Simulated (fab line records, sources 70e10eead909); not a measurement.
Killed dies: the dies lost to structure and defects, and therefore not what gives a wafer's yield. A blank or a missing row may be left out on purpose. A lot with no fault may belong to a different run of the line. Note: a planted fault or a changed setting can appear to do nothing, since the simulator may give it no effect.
fab line records | flow nand-harc
record lots=15 | wafers=45 | last-day=33
route steps=1302 shown A_CHANNEL_FILL_D1@506 A_DECK1_JOINT@527 A_ONON_D2@556 END@1302
lots untouched by any fault: they come from a run of this same line in which no faults occurred
start-h: start of the lot's first displayed wafer, in hours after the record's first day | wait-h: how many hours have passed since the lot's step before this one | " the same as in the row above | L1.1+2: one row covering several wafers at once | - either no value or no given start | * or withheld: withheld | < > ~ a bound
route shown NAME@n: NAME is a module with steps in the file, n the number in the route of the first one | usual: mean/standard deviation taken from wafers without a fault | same: alike in all rows | chamber/n: place in a boat | sites: each site's reading | _std_site: their standard deviation | _edge_site: the outer-site mean with the inner-site mean subtracted | radius-mm: for every site, how far away it sits from the centre of the wafer | mask NAME#n: copy n | behind: the last tool/chamber to shape the wafer | hold: why the lot went on hold/how many hours it stayed there/how the hold came to an end | device: the transistor (n, p or np) that didn't switch | end of line: the same wafers' tests at the end of the route | a step without rows: its recipe alone | killed: dies lost to structure and defects at the first sort, not the wafer's yield | map: shows each die of a wafer: x if killed, . if not, _ if none is there
set.NAME: the setting as run; set.NAME@STEP: as run at that earlier step | model.NAME: the simulator's own value behind a step, which no gauge read
steps of the route over a sample of lots; a table a step, a row a wafer
services: when a tool's chamber went out of use (start-h, in hours from the record's first day, below 0 if earlier), for how many hours, and the reason
## steps
# step NHARC_A_CHANNEL_FILL_D1_THK_MEAS_06
# recipe thk-meas-gauge=ellipsometry
# usual thk-nm=5.0/1
lot.wafer | tool          | chamber | start-h | wait-h | thk-nm
L941.1    | film-metro-01 | -       | 245.56  | 0.4    | 6.5
L941.4    | "             | -       | "       | "      | 4.6
L941.6    | "             | -       | "       | "      | 6.4
L942.1    | film-metro-01 | -       | 255.68  | 0.4    | 5.9
L942.3    | "             | -       | "       | "      | 5.7
L942.6    | "             | -       | "       | "      | 4.8
L943.3    | film-metro-02 | -       | 263.91  | 0.4    | 6.5
L943.4    | "             | -       | "       | "      | 3.7
L943.5    | "             | -       | "       | "      | 3.1
L945.1    | film-metro-02 | -       | 289.79  | 0.4    | 6.3
L945.2    | "             | -       | "       | "      | 6.7
L945.3    | "             | -       | "       | "      | 4.4
L944.3    | film-metro-01 | -       | 289.79  | 0.4    | 6.1
L944.4    | "             | -       | "       | "      | 5.1
L944.6    | "             | -       | "       | "      | 5.3
L947.2    | film-metro-01 | -       | 311.42  | 0.4    | 5.9
L947.3    | "             | -       | "       | "      | 4.9
L947.4    | "             | -       | "       | "      | 4.0
L948.1    | film-metro-02 | -       | 316.13  | 0.4    | 4.2
L948.2    | "             | -       | "       | "      | 6.1
L948.3    | "             | -       | "       | "      | 5.6
L949.1    | film-metro-01 | -       | 336.07  | 0.4    | 5.1
L949.2    | "             | -       | "       | "      | 6.5
L949.5    | "             | -       | "       | "      | 6.7
L950.1    | film-metro-02 | -       | 336.07  | 0.4    | 5.4
L950.3    | "             | -       | "       | "      | 6.6
L950.4    | "             | -       | "       | "      | 3.3
L953.1    | film-metro-01 | -       | 377.79  | 0.4    | 4.7
L953.2    | "             | -       | "       | "      | 4.4
L953.6    | "             | -       | "       | "      | 5.1
L954.2    | film-metro-01 | -       | 377.79  | 0.4    | 3.7
L954.5    | "             | -       | "       | "      | 5.8
L954.6    | "             | -       | "       | "      | 4.7
L955.2    | film-metro-01 | -       | 390.62  | 0.4    | 6.1
L955.5    | "             | -       | "       | "      | 4.2
L955.6    | "             | -       | "       | "      | 4.7
L956.1    | film-metro-02 | -       | 390.62  | 0.4    | 4.7
L956.5    | "             | -       | "       | "      | 5.2
L956.6    | "             | -       | "       | "      | 2.5
L957.2    | film-metro-02 | -       | 409.30  | 0.4    | 6.5
L957.3    | "             | -       | "       | "      | 6.2
L957.4    | "             | -       | "       | "      | 4.0
L962.1    | film-metro-02 | -       | 453.11  | 0.4    | 5.4
L962.2    | "             | -       | "       | "      | 5.3
L962.5    | "             | -       | "       | "      | 5.7
# step NHARC_A_DECK1_JOINT_CMP_13
# recipe target-thk-nm=51.023
# usual motor-current-A=11.8/1.1 | time-to-endpoint-s=9.1/2.4
lot.wafer | tool   | chamber | start-h | wait-h | motor-current-A | time-to-endpoint-s
L941.1    | cmp-03 | 0       | 270.19  | 0.4    | 11.7            | 10.6
L941.4    | "      | 2       | "       | "      | 11.8            | 7.1
L941.6    | "      | 0       | "       | "      | 11.4            | 10.2
L942.1    | cmp-03 | 1       | 278.13  | 0.4    | 12.9            | 9.4
L942.3    | "      | 2       | "       | "      | 11.9            | 7.2
L942.6    | "      | 2       | "       | "      | 11.4            | 8.2
L943.4    | cmp-03 | 0       | 286.86  | 0.4    | 11.9            | 11.6
L943.3    | "      | 1       | "       | "      | 13.2            | 5.8
L943.5    | "      | 3       | "       | "      | 11.9            | 9.6
L944.3    | cmp-02 | 1       | 311.98  | 0.4    | 13.2            | 4.9
L944.4    | "      | 3       | "       | "      | 12.1            | 5.4
L944.6    | "      | 1       | "       | "      | 13.8            | 3.3
L945.2    | cmp-03 | 3       | 312.00  | 0.4    | 11.6            | 11.8
L945.1    | "      | 0       | "       | "      | 12.7            | 12.1
L945.3    | "      | 1       | "       | "      | 12.9            | 9.2
L947.2    | cmp-01 | 1       | 333.59  | 0.4    | 9.2             | 5.5
L947.3    | "      | 2       | "       | "      | 10.9            | 12.6
L947.4    | "      | 3       | "       | "      | 10.9            | 11.6
L948.3    | cmp-03 | 0       | 338.07  | 0.4    | 12.2            | 13.0
L948.2    | "      | 2       | "       | "      | 11.5            | 6.4
L948.1    | "      | 3       | "       | "      | 11.2            | 9.3
L949.1    | cmp-02 | 2       | 358.36  | 0.4    | 12.1            | 11.7
L949.2    | "      | 1       | "       | "      | 13.3            | 7.5
L949.5    | "      | 2       | "       | "      | 12.0            | 10.9
L950.1    | cmp-01 | 1       | 358.36  | 0.4    | 9.9             | 7.9
L950.3    | "      | 2       | "       | "      | 10.8            | 11.7
L950.4    | "      | 3       | "       | "      | 10.7            | 10.6
L953.1    | cmp-01 | 3       | 399.84  | 0.4    | 10.4            | 8.5
L953.2    | "      | 2       | "       | "      | 10.6            | 11.8
L953.6    | "      | 0       | "       | "      | 9.1             | 5.4
L954.2    | cmp-03 | 2       | 399.84  | 0.4    | 12.2            | 7.8
L954.6    | "      | 2       | "       | "      | 11.9            | 7.3
L954.5    | "      | 3       | "       | "      | 11.2            | 11.7
L955.2    | cmp-02 | 0       | 413.57  | 0.4    | 12.4            | 10.3
L955.6    | "      | 3       | "       | "      | 11.6            | 8.3
L955.5    | "      | 0       | "       | "      | 12.1            | 11.5
L956.1    | cmp-02 | 3       | 416.76  | 0.4    | 10.9            | 7.1
L956.5    | "      | 1       | "       | "      | 13.2            | 7.1
L956.6    | "      | 2       | "       | "      | 12.3            | 12.9
L957.2    | cmp-03 | 0       | 434.12  | 0.4    | 11.7            | 11.7
L957.4    | "      | 1       | "       | "      | 12.9            | 7.3
L957.3    | "      | 2       | "       | "      | 11.7            | 8.0
L962.2    | cmp-03 | 2       | 474.98  | 0.4    | 11.7            | 8.2
L962.1    | "      | 1       | "       | "      | 13.5            | 7.2
L962.5    | "      | 2       | "       | "      | 11.3            | 7.4
# step NHARC_A_ONON_D2_DEP_16
# recipe target-thk-a=10000 | n2-flow-sccm=2750 | n2o-flow-sccm=2000 | nh3-flow-sccm=500 | sih4-flow-sccm=210 | temp-c=400
# usual n2-flow-sccm=2750/7.9 | n2o-flow-sccm=2001/5.9
lot.wafer | tool          | chamber | start-h | wait-h | n2-flow-sccm | n2o-flow-sccm
L941.1    | pecvd-onon-01 | 0       | 306.68  | 0.4    | 2756         | 2000
L941.4    | "             | 0       | "       | "      | 2753         | 2002
L941.6    | "             | 0       | "       | "      | 2757         | 1995
L942.1    | pecvd-onon-01 | 0       | 312.88  | 0.4    | 2757         | 2004
L942.3    | "             | 0       | "       | "      | 2757         | 2001
L942.6    | "             | 0       | "       | "      | 2759         | 2002
L943.3    | pecvd-onon-02 | 0       | 324.51  | 0.5    | 2743         | 1992
L943.4    | "             | 0       | "       | "      | 2734         | 2005
L943.5    | "             | 0       | "       | "      | 2734         | 1998
L945.1    | pecvd-onon-01 | 0       | 350.49  | 0.4    | 2756         | 1995
L945.2    | "             | 0       | "       | "      | 2749         | 2001
L945.3    | "             | 0       | "       | "      | 2749         | 2007
L944.3    | pecvd-onon-02 | 0       | 350.61  | 0.5    | 2757         | 2006
L944.4    | "             | 0       | "       | "      | 2757         | 2002
L944.6    | "             | 0       | "       | "      | 2750         | 2002
L947.2    | pecvd-onon-01 | 0       | 369.71  | 0.4    | 2757         | 2002
L947.3    | "             | 0       | "       | "      | 2755         | 2003
L947.4    | "             | 0       | "       | "      | 2747         | 1999
L948.1    | pecvd-onon-01 | 0       | 375.91  | 0.4    | 2746         | 1993
L948.2    | "             | 0       | "       | "      | 2754         | 2004
L948.3    | "             | 0       | "       | "      | 2744         | 1994
L949.1    | pecvd-onon-02 | 0       | 392.16  | 0.4    | 2758         | 2018
L949.2    | "             | 0       | "       | "      | 2754         | 2005
L949.5    | "             | 0       | "       | "      | 2757         | 2000
L950.1    | pecvd-onon-04 | 0       | 392.16  | 0.4    | 2747         | 1995
L950.3    | "             | 0       | "       | "      | 2747         | 2002
L950.4    | "             | 0       | "       | "      | 2755         | 1999
L953.1    | pecvd-onon-04 | -       | 432.95  | 0.4    | -            | -
L953.2    | "             | -       | "       | "      | -            | -
L953.6    | "             | -       | "       | "      | -            | -
L954.2    | pecvd-onon-02 | 0       | 432.99  | 0.4    | 2739         | 2004
L954.5    | "             | 0       | "       | "      | 2754         | 2003
L954.6    | "             | 0       | "       | "      | 2742         | 2001
L956.1    | pecvd-onon-04 | -       | 450.73  | 0.4    | -            | -
L956.5    | "             | -       | "       | "      | -            | -
L956.6    | "             | -       | "       | "      | -            | -
L955.2    | pecvd-onon-02 | -       | 450.78  | 0.4    | -            | -
L955.5    | "             | -       | "       | "      | -            | -
L955.6    | "             | -       | "       | "      | -            | -
L957.2    | pecvd-onon-02 | 0       | 470.79  | 0.4    | 2745         | 2004
L957.3    | "             | 0       | "       | "      | 2755         | 1998
L957.4    | "             | 0       | "       | "      | 2745         | 2008
L962.1    | pecvd-onon-01 | 0       | 508.30  | 0.4    | 2749         | 2012
L962.2    | "             | 0       | "       | "      | 2754         | 2012
L962.5    | "             | 0       | "       | "      | 2744         | 2007
# step NHARC_END_SORT_01
# recipe temp-c=25
# usual killed-at-array=46/16 | killed-at-other=0.9/1.3 | killed-at-periphery=4.1/3 | killed-dies=51/17 | killed-open=3.5/1.8 | killed-short=2.5/1.8
# same gross-dies=677
lot.wafer | tool      | chamber | start-h | wait-h | killed-at-array | killed-at-other | killed-at-periphery | killed-dies | killed-open | killed-short
L953.1    | prober-02 | 0       | 705.65  | 2.5    | 676             | 0               | 1                   | 677         | 3           | 2
L953.2    | prober-02 | 0       | 706.47  | 2.8    | 670             | 0               | 7                   | 677         | 6           | 3
L953.6    | prober-02 | 0       | 709.72  | 4.1    | 670             | 1               | 6                   | 677         | 2           | 2
L956.1    | prober-01 | 0       | 742.19  | 2.5    | 673             | 1               | 3                   | 677         | 1           | 2
L956.5    | prober-01 | 0       | 745.33  | 3.6    | 674             | 0               | 3                   | 677         | 2           | 2
L956.6    | prober-01 | 0       | 746.12  | 3.9    | 672             | 0               | 5                   | 677         | 3           | 2
L955.2    | prober-02 | 0       | 743.01  | 2.8    | 668             | 6               | 3                   | 677         | 5           | 3
L955.5    | prober-02 | 0       | 745.44  | 3.7    | 670             | 0               | 7                   | 677         | 5           | 6
L955.6    | prober-02 | 0       | 746.26  | 4.1    | 671             | 1               | 5                   | 677         | 4           | 5
# killed by level:class
L953.1 A_ONON_D2:area-dep=615 A_SLIT:chamber-film-flake=33 A_CHANNEL_HOLE_D1:chamber-film-flake=8 A_CONTACT:chamber-film-flake=4 A_BLC:chamber-film-flake=4 A_ZERO_WELL:chamber-film-flake=2 A_STAIRCASE:chamber-film-flake=2 A_WL_FILL:chamber-film-flake=2
L953.2 A_ONON_D2:area-dep=628 A_SLIT:chamber-film-flake=17 A_CHANNEL_HOLE_D1:chamber-film-flake=11 A_CONTACT:chamber-film-flake=5 P_GATE:geometric-particle:open=2 P_BONDPAD:chamber-film-flake=2 A_ZERO_WELL:chamber-film-flake=2 A_CHANNEL_FILL_D1:chamber-film-flake=2
L953.6 A_ONON_D2:area-dep=618 A_SLIT:chamber-film-flake=25 A_CHANNEL_HOLE_D1:chamber-film-flake=9 A_CONTACT:chamber-film-flake=6 A_STAIRCASE:chamber-film-flake=4 P_ZERO_WELL:chamber-film-flake=2 P_BONDPAD:chamber-film-flake=2 A_CHANNEL_FILL_D1:chamber-film-flake=2
L956.1 A_ONON_D2:area-dep=640 A_CHANNEL_HOLE_D1:chamber-film-flake=8 A_CHANNEL_HOLE_D2:chamber-film-flake=8 A_STAIRCASE:chamber-film-flake=6 A_WL_FILL:chamber-film-flake=5 A_SLIT:chamber-film-flake=2 P_M1:geometric-particle:short=1 A_CHANNEL_HOLE_D2:geometric-particle:open=1
L955.2 A_ONON_D2:area-dep=601 A_CHANNEL_HOLE_D1:chamber-film-flake=32 A_SLIT:chamber-film-flake=12 A_CHANNEL_HOLE_D2:chamber-film-flake=11 A_CONTACT:chamber-film-flake=5 A_WL_FILL:chamber-film-flake=3 THIN_TSV:chamber-film-flake=3 A_M1:geometric-particle:short=2
L956.5 A_ONON_D2:area-dep=635 A_STAIRCASE:chamber-film-flake=10 A_CHANNEL_HOLE_D2:chamber-film-flake=7 A_CHANNEL_HOLE_D1:chamber-film-flake=6 A_CONTACT:chamber-film-flake=4 A_WL_FILL:chamber-film-flake=3 A_WL_FILL:geometric-particle:short=2 A_M0:geometric-particle:open=2
L955.5 A_ONON_D2:area-dep=582 A_CHANNEL_HOLE_D2:chamber-film-flake=30 A_CHANNEL_HOLE_D1:chamber-film-flake=29 A_SLIT:chamber-film-flake=16 P_GATE:chamber-film-flake=3 A_CONTACT:chamber-film-flake=3 P_M0:geometric-particle:short=2 A_BONDPAD:chamber-film-flake=2
L956.6 A_ONON_D2:area-dep=635 A_CHANNEL_HOLE_D1:chamber-film-flake=11 A_STAIRCASE:chamber-film-flake=8 A_SLIT:chamber-film-flake=7 P_GATE:chamber-film-flake=3 A_CHANNEL_HOLE_D2:chamber-film-flake=3 A_CONTACT:chamber-film-flake=3 P_M1:geometric-particle:open=1
L955.6 A_ONON_D2:area-dep=585 A_SLIT:chamber-film-flake=32 A_CHANNEL_HOLE_D1:chamber-film-flake=25 A_CHANNEL_HOLE_D2:chamber-film-flake=13 A_CONTACT:chamber-film-flake=5 A_M1:geometric-particle:short=2 P_GATE:chamber-film-flake=2 A_WL_FILL:chamber-film-flake=2
## services
tool          | chamber | start-h | hours | kind
cmp-03        | -       | 260.00  | 4.0   | pm
cmp-03        | -       | 264.00  | -     | consumable-replace:conditioner
cmp-03        | -       | 264.00  | -     | consumable-replace:pad
pecvd-onon-01 | -       | 269.33  | 13.0  | pm
cmp-01        | -       | 272.92  | 5.2   | repair
cmp-03        | -       | 276.08  | 1.1   | repair
cmp-01        | -       | 286.12  | 4.0   | pm
cmp-02        | -       | 287.16  | 1.3   | repair
cmp-03        | -       | 303.39  | 1.5   | repair
pecvd-onon-04 | -       | 311.29  | 13.0  | pm
cmp-01        | -       | 330.59  | 1.3   | repair
cmp-02        | -       | 330.63  | 4.0   | pm
cmp-03        | -       | 358.00  | 4.0   | pm
cmp-03        | -       | 362.00  | -     | consumable-replace:conditioner
pecvd-onon-02 | -       | 366.00  | 13.0  | pm
cmp-01        | -       | 373.29  | 4.0   | repair
cmp-01        | -       | 384.12  | 4.0   | pm
cmp-02        | -       | 428.63  | 4.0   | pm
pecvd-onon-01 | -       | 450.42  | 13.0  | pm
cmp-01        | -       | 452.85  | 0.8   | repair
cmp-03        | -       | 456.02  | 4.0   | pm
cmp-01        | -       | 482.12  | 4.0   | pm
cmp-03        | -       | 492.10  | 2.2   | repair
pecvd-onon-04 | -       | 492.29  | 13.0  | pm
## key
first-sign step=NHARC_A_ONON_D2_DEP_16 | reading=tool-record | direction=missing
effect step=NHARC_END_SORT_01 | reading=killed-at-array | direction=up | sigmas=38 | usual=46 | struck=672
more-kills-born-at NHARC_A_ONON_D2_DEP_16@pecvd-onon-04=3771 | NHARC_A_ONON_D2_DEP_16@pecvd-onon-02=1768
met-at NHARC_A_ONON_D2_DEP_16
struck-lots L953,L955,L956
later-rows-left-out L953.1,L953.2,L953.6,L955.2,L955.5,L955.6,L956.1,L956.5,L956.6
tester-left-out L953,L955,L956
not-acting-at NHARC_A_CHANNEL_FILL_D1_THK_MEAS_06,NHARC_A_DECK1_JOINT_CMP_13
onset-between 392.16 432.95
fault kind=skipped-step-whole | tool=pecvd-onon-02,pecvd-onon-04 | chamber=- | onset-h=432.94 | steps=NHARC_A_ONON_D2_DEP_16 | scope=struck-lots-only
# tester-left-out: of these lots the tester's yield and bins aren't shown, on N5 and GAA mostly nor the transistor test; their killed dies are dies lost to structure and defects alone, not to doping, threshold or leakage, so they don't give the yield
# later-rows-left-out: the simulator's readings of these wafers behind a module that went badly wrong aren't trusted and aren't shown, but for the sort
